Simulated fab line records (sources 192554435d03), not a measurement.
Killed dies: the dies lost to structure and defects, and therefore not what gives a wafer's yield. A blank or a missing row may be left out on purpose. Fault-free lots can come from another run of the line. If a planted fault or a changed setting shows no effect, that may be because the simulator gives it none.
fab line records	flow n5_finfet
record lots=24	wafers=72	last_day=18
route steps=1938 shown BEOL_M14@1764 BEOL_M15@1785
lots with no fault: from the same line, run without faults
start_h: hours from the record's opening day to when the first of the lot's shown wafers began	wait_h: hours elapsed since this lot's preceding step	" unchanged from the row above	L1.1+2: several wafers, shown together as one row	- no value, or no start was given	* or withheld: withheld	< > ~ a bound
route shown NAME@n: a module of which the file shows steps, and the number in the route of the first	usual: mean/standard deviation of fault-free wafers	same: alike in all rows	chamber/n: place in a boat	sites: the reading at each site	_std_site: the values' standard deviation	_edge_site: inner sites' mean taken away from outer sites' mean	radius_mm: for every site, how far away it sits from the centre of the wafer	mask NAME#n: copy n	behind: the most recent tool/chamber to have shaped the wafer	hold: why the lot went on hold/how many hours it stayed there/how the hold came to an end	device: which transistor (n, p or np) failed to switch	end of line: the route-end tests of the same wafers	where a step has no rows: the recipe by itself	killed: dies that structure and defects cost at the first sort, which is not the same as the wafer's yield	map: dies across one wafer; x = killed, . = not, _ = none there
set.NAME: the setting as run; set.NAME@STEP: as run at that earlier step	model.NAME: the simulator's own value behind a step, which no gauge read
a sample of lots followed through the steps of the route, with each step as a table and each wafer as a row
services: when a tool's chamber went out of use (start_h, in hours from the record's first day, below 0 if earlier), for how many hours, and the reason
## steps
# step N5_BEOL_M14_SPUTTER_45
# recipe material=Cu	target_thk_a=1000	temp_c=-20	bias_v=60	power_w=26000	chamber_pressure_pa=0.13	time_s=16.67
# usual bias_v=60.0/0.63	cathode_dc_power_W=26000/4.7	throttle_valve_pct=30.1/1.3
lot.wafer	tool	chamber	start_h	wait_h	bias_v	cathode_dc_power_W	throttle_valve_pct
L074.3	pvd_sputter-01	-	289.57	0.0	59.4	25997	30.6
L074.4	"	-	"	"	60.1	26003	28.9
L074.5	"	-	"	"	59.3	26004	30.7
L075.3	pvd_sputter-01	-	293.33	0.0	60.0	25989	28.8
L075.4	"	-	"	"	59.6	25999	31.0
L075.6	"	-	"	"	60.0	26009	29.4
L076.1	pvd_sputter-02	-	296.13	0.0	60.7	26000	31.4
L076.2	"	-	"	"	59.8	26005	29.8
L076.5	"	-	"	"	60.2	26001	30.1
L079.1	pvd_sputter-01	-	296.71	0.0	59.8	25998	28.6
L079.3	"	-	"	"	59.6	26001	29.8
L079.5	"	-	"	"	59.7	26002	28.7
L082.1	pvd_sputter-03	-	308.09	0.0	61.0	26000	30.2
L082.4	"	-	"	"	59.3	26006	27.3
L082.5	"	-	"	"	58.7	25997	27.3
L077.1	pvd_sputter-03	-	309.17	0.0	60.7	26003	29.3
L077.3	"	-	"	"	59.7	25999	33.9
L077.6	"	-	"	"	59.6	25989	27.2
L081.1	pvd_sputter-03	-	311.91	0.0	60.1	25994	30.0
L081.3	"	-	"	"	59.4	25995	33.7
L081.6	"	-	"	"	60.1	25999	29.6
L080.1	pvd_sputter-03	-	323.34	0.0	59.8	26006	29.5
L080.4	"	-	"	"	58.8	26003	27.4
L080.5	"	-	"	"	59.7	26008	30.1
L078.1	pvd_sputter-01	-	327.01	0.0	61.6	26002	30.7
L078.4	"	-	"	"	59.5	26010	29.2
L078.5	"	-	"	"	59.9	25997	28.9
L084.2	pvd_sputter-02	-	335.23	0.0	60.9	26000	30.7
L084.5	"	-	"	"	60.4	26000	30.1
L084.6	"	-	"	"	60.1	25994	29.6
L083.3	pvd_sputter-02	-	340.25	0.0	59.5	26000	31.0
L083.5	"	-	"	"	60.1	26004	31.0
L083.6	"	-	"	"	60.1	26001	30.8
L086.2	pvd_sputter-03	-	343.20	0.0	60.8	25994	27.4
L086.3	"	-	"	"	59.5	25995	29.3
L086.6	"	-	"	"	59.7	25995	27.4
L085.2	pvd_sputter-01	-	344.78	0.0	59.7	26005	30.9
L085.3	"	-	"	"	59.3	25998	30.6
L085.5	"	-	"	"	59.1	25995	30.7
L089.1	pvd_sputter-02	-	363.29	0.0	59.5	26007	29.9
L089.3	"	-	"	"	59.2	26005	31.3
L089.5	"	-	"	"	60.1	26002	31.1
L088.1	pvd_sputter-02	-	364.13	0.0	59.6	25996	29.3
L088.2	"	-	"	"	59.1	26003	31.1
L088.3	"	-	"	"	60.5	26003	30.0
L087.3	pvd_sputter-02	-	366.70	0.0	59.8	26002	31.2
L087.4	"	-	"	"	60.3	26006	29.5
L087.5	"	-	"	"	60.7	26000	29.7
L090.1	pvd_sputter-01	-	374.19	0.0	58.9	25990	31.0
L090.2	"	-	"	"	59.7	26001	28.8
L090.6	"	-	"	"	59.4	26007	30.7
L091.1	pvd_sputter-03	-	383.54	0.0	60.0	26009	30.1
L091.4	"	-	"	"	60.6	25998	33.6
L091.5	"	-	"	"	60.5	25999	29.6
L092.2	pvd_sputter-02	-	383.57	0.0	60.4	25996	30.0
L092.4	"	-	"	"	59.7	26002	30.7
L092.6	"	-	"	"	61.0	25996	31.2
L094.1	pvd_sputter-03	-	383.98	0.0	58.5	26002	30.1
L094.2	"	-	"	"	59.8	25998	27.5
L094.4	"	-	"	"	60.1	26005	29.7
L093.2	pvd_sputter-01	-	386.69	0.0	59.9	26004	28.7
L093.3	"	-	"	"	60.7	26004	31.1
L093.6	"	-	"	"	58.9	25995	28.9
L095.4	pvd_sputter-02	-	399.46	0.0	59.9	25992	29.7
L095.5	"	-	"	"	60.9	26003	31.1
L095.6	"	-	"	"	60.1	26002	30.6
L096.1	pvd_sputter-01	-	410.22	0.0	59.3	26003	28.9
L096.3	"	-	"	"	61.0	25990	31.1
L096.5	"	-	"	"	60.5	26008	30.6
L097.2	pvd_sputter-03	-	411.75	0.0	60.6	26006	30.1
L097.3	"	-	"	"	59.2	25991	33.8
L097.6	"	-	"	"	60.4	26001	29.9
# step N5_BEOL_M15_INSPECT_12
# recipe mode=adi	inspect_instrument=macro
# usual raw_defect_count=2.1/1.4
lot.wafer	tool	chamber	start_h	wait_h	raw_defect_count
L074.3	defect_inspect-01	-	291.40	0.0	3
L074.4	"	-	"	"	1
L074.5	"	-	"	"	4
L075.3	defect_inspect-02	-	295.35	0.0	1
L075.4	"	-	"	"	2
L075.6	"	-	"	"	3
L076.1	defect_inspect-01	-	297.96	0.0	1
L076.2	"	-	"	"	3
L076.5	"	-	"	"	2
L079.1	defect_inspect-02	-	298.67	0.0	0
L079.3	"	-	"	"	1
L079.5	"	-	"	"	2
L082.1	defect_inspect-02	-	309.95	0.0	4
L082.4	"	-	"	"	2
L082.5	"	-	"	"	2
L077.1	defect_inspect-02	-	311.02	0.0	3
L077.3	"	-	"	"	1
L077.6	"	-	"	"	4
L081.1	defect_inspect-01	-	313.71	0.0	3
L081.3	"	-	"	"	3
L081.6	"	-	"	"	0
L080.1	defect_inspect-01	-	325.03	0.0	2
L080.4	"	-	"	"	4
L080.5	"	-	"	"	0
L078.1	defect_inspect-01	-	329.00	0.0	1
L078.4	"	-	"	"	0
L078.5	"	-	"	"	1
L084.2	defect_inspect-02	-	337.05	0.0	0
L084.5	"	-	"	"	1
L084.6	"	-	"	"	0
L083.3	defect_inspect-02	-	342.68	0.0	2
L083.5	"	-	"	"	0
L083.6	"	-	"	"	3
L086.2	defect_inspect-01	-	345.04	0.0	3
L086.3	"	-	"	"	3
L086.6	"	-	"	"	3
L085.2	defect_inspect-01	-	346.50	0.0	2
L085.3	"	-	"	"	0
L085.5	"	-	"	"	0
L089.1	defect_inspect-02	-	365.11	0.0	1
L089.3	"	-	"	"	5
L089.5	"	-	"	"	4
L088.1	defect_inspect-01	-	365.95	0.0	4
L088.2	"	-	"	"	3
L088.3	"	-	"	"	3
L087.3	defect_inspect-01	-	368.40	0.0	1
L087.4	"	-	"	"	2
L087.5	"	-	"	"	2
L090.1	defect_inspect-01	-	375.89	0.0	4
L090.2	"	-	"	"	3
L090.6	"	-	"	"	2
L091.1	defect_inspect-01	-	385.34	0.0	2
L091.4	"	-	"	"	1
L091.5	"	-	"	"	2
L092.2	defect_inspect-02	-	385.37	0.0	4
L092.4	"	-	"	"	1
L092.6	"	-	"	"	2
L094.1	defect_inspect-01	-	386.06	0.0	1
L094.2	"	-	"	"	1
L094.4	"	-	"	"	2
L093.2	defect_inspect-01	-	388.40	0.0	2
L093.3	"	-	"	"	2
L093.6	"	-	"	"	2
L095.4	defect_inspect-02	-	401.30	0.0	3
L095.5	"	-	"	"	3
L095.6	"	-	"	"	2
L096.1	defect_inspect-02	-	412.13	0.0	0
L096.3	"	-	"	"	2
L096.5	"	-	"	"	4
L097.2	defect_inspect-01	-	413.59	0.0	3
L097.3	"	-	"	"	3
L097.6	"	-	"	"	1
# step N5_BEOL_M15_STRIP_37
# recipe chemistry=O2	power_w=600	temp_c=60	pressure_mtorr=30	rf_frequency_hz=6e+07	bias_power_w=0	overash_fraction=0.3	o2_flow_sccm=225
# usual drypump_motor_current_A=5.6/0.3	oes_product_au=0.80/0.088	rf_vpp_V=3.6/0.7	showerhead_plenum_p_Torr=2.10/0.071	throttle_valve_pct=16.58/0.22
lot.wafer	tool	chamber	start_h	wait_h	drypump_motor_current_A	oes_product_au	rf_hours_counter_h	rf_vpp_V	showerhead_plenum_p_Torr	throttle_valve_pct
L074.3	rie_diel-02	1	-	-	5.8	0.93	14	4.2	2.16	16.32
L074.4	"	0	"	"	5.3	0.69	217	4.1	1.99	16.83
L074.5	"	1	"	"	5.8	0.91	-	4.7	2.16	16.32
L075.3	rie_diel-05	1	-	-	5.1	0.82	69	3.0	2.13	16.50
L075.4	"	0	"	"	5.3	0.69	202	3.9	2.06	16.60
L075.6	"	3	"	"	6.3	0.88	-	4.5	2.22	16.65
L076.1	rie_diel-05	2	-	-	5.9	0.71	186	3.0	2.07	16.52
L076.2	"	3	"	"	6.3	0.89	32	3.8	2.22	16.64
L076.5	"	3	"	"	6.3	0.89	-	4.0	2.22	16.66
L079.1	rie_diel-04	2	-	-	5.7	0.90	22	3.6	2.04	16.25
L079.3	"	0	"	"	5.7	0.69	219	3.2	2.07	17.10
L079.5	"	1	"	"	5.9	0.71	-	4.7	2.14	16.56
L082.1	rie_diel-02	0	-	-	5.3	0.70	225	3.8	1.99	16.85
L082.4	"	2	"	"	5.7	0.87	-	3.3	2.13	16.29
L082.5	"	0	"	"	5.3	0.69	-	2.5	1.99	16.87
L077.1	rie_diel-02	2	-	-	5.7	0.89	31	2.7	2.13	16.30
L077.3	"	3	"	"	5.5	0.86	31	3.1	2.03	16.64
L077.6	"	0	"	"	5.3	0.69	-	4.4	1.99	16.87
L081.1	rie_diel-02	0	-	-	5.3	0.69	226	2.3	1.99	16.87
L081.3	"	3	"	"	5.5	0.87	32	3.1	2.03	16.65
L081.6	"	0	"	"	5.3	0.70	-	3.6	1.99	16.88
L080.1	rie_diel-02	0	-	-	5.3	0.70	230	2.0	1.99	16.88
L080.4	"	1	"	"	5.8	0.89	20	3.3	2.16	16.33
L080.5	"	0	"	"	5.3	0.70	-	4.1	1.99	16.87
L078.1	rie_diel-04	0	-	-	5.7	0.69	232	3.2	2.07	17.13
L078.4	"	1	"	"	5.9	0.71	218	4.2	2.14	16.59
L078.5	"	3	"	"	5.5	0.96	-	3.0	2.24	16.69
L084.2	rie_diel-02	2	-	-	5.7	0.87	39	3.6	2.13	16.29
L084.5	"	2	"	"	5.7	0.86	-	3.7	2.13	16.29
L084.6	"	1	"	"	5.9	0.89	-	4.4	2.15	16.35
L083.3	rie_diel-04	3	-	-	5.5	0.95	9	4.2	2.24	16.72
L083.5	"	1	"	"	5.9	0.70	-	3.8	2.14	16.60
L083.6	"	0	"	"	5.7	0.69	-	3.3	2.07	17.16
L086.2	rie_diel-05	3	-	-	6.3	0.86	46	2.6	2.21	16.67
L086.3	"	0	"	"	5.3	0.71	214	4.7	2.05	16.59
L086.6	"	0	"	"	5.3	0.70	-	4.6	2.05	16.61
L085.2	rie_diel-02	2	-	-	5.7	0.85	43	4.2	2.12	16.32
L085.3	"	1	"	"	5.8	0.89	31	3.5	2.15	16.35
L085.5	"	2	"	"	5.7	0.85	-	3.1	2.12	16.29
L089.1	rie_diel-04	0	-	-	5.7	0.67	243	4.5	2.06	17.14
L089.3	"	3	"	"	5.5	0.93	16	4.0	2.24	16.71
L089.5	"	1	"	"	5.9	0.69	-	3.4	2.14	16.59
L088.1	rie_diel-05	0	-	-	5.3	0.70	220	3.3	2.05	16.66
L088.2	"	1	"	"	5.1	0.79	88	4.6	2.12	16.53
L088.3	"	3	"	"	6.3	0.87	51	4.2	2.21	16.69
L087.3	rie_diel-05	2	-	-	5.9	0.70	203	3.7	2.07	16.56
L087.4	"	0	"	"	5.3	0.69	221	5.2	2.05	16.63
L087.5	"	1	"	"	5.1	0.79	-	4.1	2.12	16.55
L090.1	rie_diel-04	2	-	-	5.7	0.85	49	3.1	2.03	16.31
L090.2	"	3	"	"	5.5	0.92	18	3.4	2.24	16.72
L090.6	"	2	"	"	5.7	0.85	-	3.6	2.03	16.31
L091.1	rie_diel-02	1	-	-	5.8	0.85	44	3.2	2.15	16.36
L091.4	"	2	"	"	5.6	0.84	-	2.7	2.12	16.34
L091.5	"	3	"	"	5.5	0.83	-	4.2	2.03	16.69
L092.2	rie_diel-02	2	-	-	5.7	0.83	57	4.3	2.12	16.33
L092.4	"	2	"	"	5.7	0.84	-	3.6	2.12	16.35
L092.6	"	1	"	"	5.8	0.84	-	3.5	2.15	16.38
L094.1	rie_diel-04	1	-	-	5.9	0.68	237	3.2	2.13	16.64
L094.2	"	2	"	"	5.8	0.84	54	4.5	2.03	16.30
L094.4	"	2	"	"	5.8	0.84	-	4.0	2.03	16.31
L093.2	rie_diel-04	2	-	-	5.7	0.85	55	4.6	2.03	16.30
L093.3	"	1	"	"	5.9	0.69	238	4.0	2.13	16.61
L093.6	"	3	"	"	5.5	0.90	-	3.2	2.24	16.74
L095.4	rie_diel-05	0	-	-	5.3	0.69	231	3.1	2.05	16.63
L095.5	"	1	"	"	5.1	0.78	-	3.7	2.12	16.58
L095.6	"	0	"	"	5.3	0.68	-	3.6	2.05	16.66
L096.1	rie_diel-02	1	-	-	5.8	0.84	55	2.0	2.14	16.40
L096.3	"	2	"	"	5.7	0.83	63	6.0	2.12	16.33
L096.5	"	1	"	"	5.8	0.85	-	3.6	2.14	16.38
L097.2	rie_diel-05	1	-	-	5.1	0.78	103	4.4	2.12	16.59
L097.3	"	2	"	"	5.9	0.68	216	3.5	2.06	16.58
L097.6	"	2	"	"	5.9	0.68	-	3.1	2.06	16.57
# step N5_BEOL_M15_SPUTTER_44
# recipe material=Ta	target_thk_a=150	temp_c=50	bias_v=80	power_w=15000	chamber_pressure_pa=0.07	time_s=24.19
# usual bias_v=80.1/0.83	cathode_dc_power_W=15000/2.8	throttle_valve_pct=30.2/1.3
lot.wafer	tool	chamber	start_h	wait_h	bias_v	cathode_dc_power_W	throttle_valve_pct
L074.3	pvd_sputter-03	-	299.97	0.0	80.5	15002	27.5
L074.4	"	-	"	"	80.3	14996	33.5
L074.5	"	-	"	"	79.3	14997	27.5
L075.3	pvd_sputter-03	-	301.57	0.0	80.2	14994	30.3
L075.4	"	-	"	"	80.0	15000	33.7
L075.6	"	-	"	"	80.3	14999	29.6
L076.1	pvd_sputter-01	-	301.70	0.0	79.9	15001	29.6
L076.2	"	-	"	"	79.0	15001	31.2
L076.5	"	-	"	"	78.8	15006	30.9
L079.1	pvd_sputter-01	-	305.14	0.0	81.0	15007	31.0
L079.3	"	-	"	"	79.7	15003	30.5
L079.5	"	-	"	"	80.2	15001	30.7
L082.1	pvd_sputter-02	-	316.37	0.0	80.8	15003	29.4
L082.4	"	-	"	"	82.2	15000	31.2
L082.5	"	-	"	"	79.7	15000	29.9
L077.1	pvd_sputter-01	-	317.83	0.0	81.4	15002	29.6
L077.3	"	-	"	"	80.8	15001	31.0
L077.6	"	-	"	"	80.7	14999	30.7
L081.1	pvd_sputter-02	-	318.65	0.0	78.5	14999	30.7
L081.3	"	-	"	"	79.9	14998	29.4
L081.6	"	-	"	"	79.7	15000	31.1
L080.1	pvd_sputter-02	-	328.60	0.0	80.6	15006	29.6
L080.4	"	-	"	"	80.4	15000	30.1
L080.5	"	-	"	"	80.1	15000	29.9
L078.1	pvd_sputter-03	-	340.14	0.0	81.7	14999	27.6
L078.4	"	-	"	"	81.1	14996	30.3
L078.5	"	-	"	"	81.4	15001	27.2
L084.2	pvd_sputter-01	-	340.44	0.0	80.4	15000	31.1
L084.5	"	-	"	"	80.2	14998	28.8
L084.6	"	-	"	"	77.9	15000	30.6
L083.3	pvd_sputter-03	-	348.00	0.0	80.5	15003	29.7
L083.5	"	-	"	"	81.6	14995	33.8
L083.6	"	-	"	"	80.7	15002	27.6
L086.2	pvd_sputter-03	-	350.84	0.0	80.1	14997	27.3
L086.3	"	-	"	"	80.4	15000	29.6
L086.6	"	-	"	"	80.1	14998	33.4
L085.2	pvd_sputter-02	-	351.02	0.0	81.2	14998	31.1
L085.3	"	-	"	"	79.6	15001	30.5
L085.5	"	-	"	"	80.5	15000	31.1
L089.1	pvd_sputter-02	-	370.38	0.0	78.8	14996	31.0
L089.3	"	-	"	"	79.7	14999	30.5
L089.5	"	-	"	"	79.8	14998	29.9
L088.1	pvd_sputter-02	-	371.14	0.0	79.6	15005	29.8
L088.2	"	-	"	"	80.2	14999	31.1
L088.3	"	-	"	"	80.6	15004	29.3
L087.3	pvd_sputter-02	-	373.66	0.0	78.8	15006	31.0
L087.4	"	-	"	"	80.0	15000	30.9
L087.5	"	-	"	"	78.7	14996	30.5
L090.1	pvd_sputter-02	-	379.62	0.0	78.2	15004	30.9
L090.2	"	-	"	"	80.9	15006	31.1
L090.6	"	-	"	"	79.7	14998	30.8
L092.2	pvd_sputter-02	-	392.10	0.0	81.2	14995	31.0
L092.4	"	-	"	"	79.6	15002	30.2
L092.6	"	-	"	"	79.4	15003	30.0
L094.1	pvd_sputter-02	-	392.46	0.0	81.5	15006	31.2
L094.2	"	-	"	"	81.4	14995	30.7
L094.4	"	-	"	"	80.9	14997	30.0
L091.1	pvd_sputter-03	-	392.48	0.0	81.1	15002	29.5
L091.4	"	-	"	"	79.9	15002	33.9
L091.5	"	-	"	"	81.1	15001	29.5
L093.2	pvd_sputter-01	-	395.76	0.0	81.5	15002	28.9
L093.3	"	-	"	"	80.7	14999	31.0
L093.6	"	-	"	"	80.9	15001	28.9
L095.4	pvd_sputter-02	-	405.75	0.0	79.8	15005	29.3
L095.5	"	-	"	"	79.0	14997	30.7
L095.6	"	-	"	"	80.1	14999	29.9
L096.1	pvd_sputter-02	-	419.34	0.0	80.7	15001	30.6
L096.3	"	-	"	"	80.0	14998	29.9
L096.5	"	-	"	"	80.5	15001	29.9
L097.2	pvd_sputter-03	-	419.91	0.0	79.7	14996	30.3
L097.3	"	-	"	"	80.0	15000	27.7
L097.6	"	-	"	"	80.2	15002	30.2
# step N5_BEOL_M15_DEP_53
# recipe material=SiCN	target_thk_a=500	temp_c=withheld	precursor=3MS/NH3	pressure_torr=3	rf_w=675	time_s=17.8
# usual showerhead_plenum_p_Torr=4.152/0.027	throttle_valve_pct=18.0/0.52
lot.wafer	tool	chamber	start_h	wait_h	showerhead_plenum_p_Torr	throttle_valve_pct
L074.3	pecvd-01	2	301.06	0.0	4.130	17.2
L074.4	"	1	"	"	4.150	18.6
L074.5	"	2	"	"	4.119	17.0
L075.3	pecvd-04	0	303.22	0.0	4.190	18.2
L075.4	"	2	"	"	4.178	17.5
L075.6	"	1	"	"	4.126	17.4
L076.1	pecvd-04	0	303.49	0.0	4.189	18.5
L076.2	"	1	"	"	4.116	17.4
L076.5	"	2	"	"	4.181	17.6
L079.1	pecvd-04	2	306.23	0.0	4.171	17.6
L079.3	"	0	"	"	4.182	18.5
L079.5	"	2	"	"	4.174	17.9
L082.1	pecvd-01	1	317.47	0.0	4.154	18.7
L082.4	"	2	"	"	4.135	17.1
L082.5	"	0	"	"	4.110	18.0
L077.1	pecvd-02	1	319.22	0.0	4.144	18.7
L077.3	"	0	"	"	4.165	18.3
L077.6	"	2	"	"	4.181	17.6
L081.1	pecvd-04	1	319.80	0.0	4.129	17.1
L081.3	"	2	"	"	4.172	17.7
L081.6	"	1	"	"	4.122	17.3
L080.1	pecvd-02	2	329.72	0.0	4.201	17.8
L080.4	"	0	"	"	4.163	18.2
L080.5	"	2	"	"	4.170	17.7
L078.1	pecvd-01	2	341.83	0.0	4.133	17.5
L078.4	"	0	"	"	4.105	18.1
L078.5	"	2	"	"	4.123	17.2
L084.2	pecvd-02	2	342.37	0.0	4.175	18.1
L084.5	"	1	"	"	4.139	18.4
L084.6	"	0	"	"	4.167	17.9
L083.3	pecvd-04	2	349.18	0.0	4.174	17.7
L083.5	"	0	"	"	4.183	18.4
L083.6	"	1	"	"	4.123	17.2
L086.2	pecvd-01	1	351.98	0.0	4.136	18.9
L086.3	"	2	"	"	4.129	17.1
L086.6	"	2	"	"	4.132	17.4
L085.2	pecvd-01	0	352.26	0.0	4.118	18.4
L085.3	"	2	"	"	4.133	17.0
L085.5	"	2	"	"	4.129	17.2
L089.1	pecvd-04	2	371.48	0.0	4.169	17.9
L089.3	"	1	"	"	4.123	17.3
L089.5	"	0	"	"	4.189	18.5
L088.1	pecvd-04	2	372.24	0.0	4.165	17.9
L088.2	"	0	"	"	4.185	18.3
L088.3	"	1	"	"	4.114	17.3
L087.3	pecvd-01	0	374.76	0.0	4.109	18.0
L087.4	"	0	"	"	4.108	18.2
L087.5	"	2	"	"	4.123	17.4
L090.1	pecvd-01	0	381.03	0.0	4.111	18.1
L090.2	"	1	"	"	4.140	18.7
L090.6	"	2	"	"	4.125	17.6
L092.2	pecvd-04	1	393.21	0.0	4.126	17.2
L092.4	"	2	"	"	4.180	18.0
L092.6	"	0	"	"	4.200	18.3
L094.1	pecvd-01	1	393.55	0.0	4.147	18.9
L094.2	"	0	"	"	4.101	18.2
L094.4	"	0	"	"	4.121	18.4
L091.1	pecvd-02	0	393.57	0.0	4.168	17.8
L091.4	"	0	"	"	4.155	17.9
L091.5	"	1	"	"	4.156	18.4
L093.2	pecvd-04	1	396.85	0.0	4.130	17.0
L093.3	"	0	"	"	4.177	18.2
L093.6	"	1	"	"	4.126	17.3
L095.4	pecvd-02	0	406.86	0.0	4.162	17.9
L095.5	"	1	"	"	4.145	18.4
L095.6	"	2	"	"	4.179	17.8
L096.1	pecvd-02	2	420.84	0.0	4.172	18.1
L096.3	"	1	"	"	4.152	18.5
L096.5	"	2	"	"	4.176	17.7
L097.2	pecvd-02	0	421.23	0.0	4.169	17.9
L097.3	"	2	"	"	4.182	18.0
L097.6	"	2	"	"	4.178	18.1
# step N5_BEOL_M15_INSPECT_55
# recipe inspect_instrument=darkfield	mode=post_dep
# usual raw_defect_count=80/30
lot.wafer	tool	chamber	start_h	wait_h	raw_defect_count
L074.3	defect_inspect-01	-	301.16	0.0	73
L074.4	"	-	"	"	122
L074.5	"	-	"	"	45
L075.3	defect_inspect-02	-	303.31	0.0	108
L075.4	"	-	"	"	176
L075.6	"	-	"	"	196
L076.1	defect_inspect-02	-	303.58	0.0	75
L076.2	"	-	"	"	114
L076.5	"	-	"	"	103
L079.1	defect_inspect-02	-	306.33	0.0	75
L079.3	"	-	"	"	37
L079.5	"	-	"	"	99
L082.1	defect_inspect-01	-	317.56	0.0	55
L082.4	"	-	"	"	59
L082.5	"	-	"	"	89
L077.1	defect_inspect-01	-	319.31	0.0	43
L077.3	"	-	"	"	50
L077.6	"	-	"	"	39
L081.1	defect_inspect-01	-	319.89	0.0	52
L081.3	"	-	"	"	74
L081.6	"	-	"	"	38
L080.1	defect_inspect-01	-	329.81	0.0	32
L080.4	"	-	"	"	66
L080.5	"	-	"	"	79
L078.1	defect_inspect-02	-	341.92	0.0	64
L078.4	"	-	"	"	69
L078.5	"	-	"	"	40
L084.2	defect_inspect-02	-	342.46	0.0	114
L084.5	"	-	"	"	114
L084.6	"	-	"	"	136
L083.3	defect_inspect-01	-	349.28	0.0	87
L083.5	"	-	"	"	79
L083.6	"	-	"	"	51
L086.2	defect_inspect-01	-	352.07	0.0	68
L086.3	"	-	"	"	71
L086.6	"	-	"	"	69
L085.2	defect_inspect-02	-	352.35	0.0	46
L085.3	"	-	"	"	83
L085.5	"	-	"	"	60
L089.1	defect_inspect-02	-	371.57	0.0	68
L089.3	"	-	"	"	145
L089.5	"	-	"	"	88
L088.1	defect_inspect-01	-	372.33	0.0	59
L088.2	"	-	"	"	60
L088.3	"	-	"	"	39
L087.3	defect_inspect-01	-	374.85	0.0	79
L087.4	"	-	"	"	60
L087.5	"	-	"	"	64
L090.1	defect_inspect-01	-	381.12	0.0	106
L090.2	"	-	"	"	135
L090.6	"	-	"	"	72
L092.2	defect_inspect-01	-	393.30	0.0	58
L092.4	"	-	"	"	75
L092.6	"	-	"	"	51
L094.1	defect_inspect-02	-	393.65	0.0	109
L094.2	"	-	"	"	74
L094.4	"	-	"	"	118
L091.1	defect_inspect-01	-	393.66	0.0	74
L091.4	"	-	"	"	127
L091.5	"	-	"	"	74
L093.2	defect_inspect-01	-	396.94	0.0	50
L093.3	"	-	"	"	26
L093.6	"	-	"	"	48
L095.4	defect_inspect-01	-	406.94	0.0	129
L095.5	"	-	"	"	129
L095.6	"	-	"	"	60
L096.1	defect_inspect-01	-	420.93	0.0	92
L096.3	"	-	"	"	62
L096.5	"	-	"	"	71
L097.2	defect_inspect-02	-	421.32	0.0	73
L097.3	"	-	"	"	42
L097.6	"	-	"	"	37
## services
tool	chamber	start_h	hours	kind
pecvd-02	1	295.80	5.9	repair
rie_diel-04	3	301.26	-	clean
rie_diel-04	3	301.26	-	consumable_replace:focus_ring
rie_diel-04	3	301.26	-	consumable_replace:showerhead
rie_diel-02	1	307.24	11.4	repair
pecvd-04	0	308.86	2.1	scheduled_down
rie_diel-05	-	330.98	14.6	pm
pvd_sputter-01	-	352.83	2.6	repair
pecvd-04	-	357.00	0.6	repair
rie_diel-02	0	377.97	-	clean
rie_diel-02	0	377.97	-	consumable_replace:focus_ring
rie_diel-02	0	377.97	-	consumable_replace:showerhead
rie_diel-02	0	377.97	28.3	scheduled_down
rie_diel-02	0	377.97	28.3	vent_cycle
rie_diel-05	-	379.52	0.5	repair
rie_diel-02	3	381.15	5.7	repair
rie_diel-04	0	389.62	-	clean
rie_diel-04	0	389.62	-	consumable_replace:focus_ring
rie_diel-04	0	389.62	32.8	scheduled_down
rie_diel-02	2	400.52	7.9	repair
pecvd-04	2	407.05	2.1	scheduled_down
pecvd-04	-	409.16	0.5	repair
pecvd-01	-	411.66	1.6	repair
pvd_sputter-01	-	414.53	1.3	repair
## key
fault none
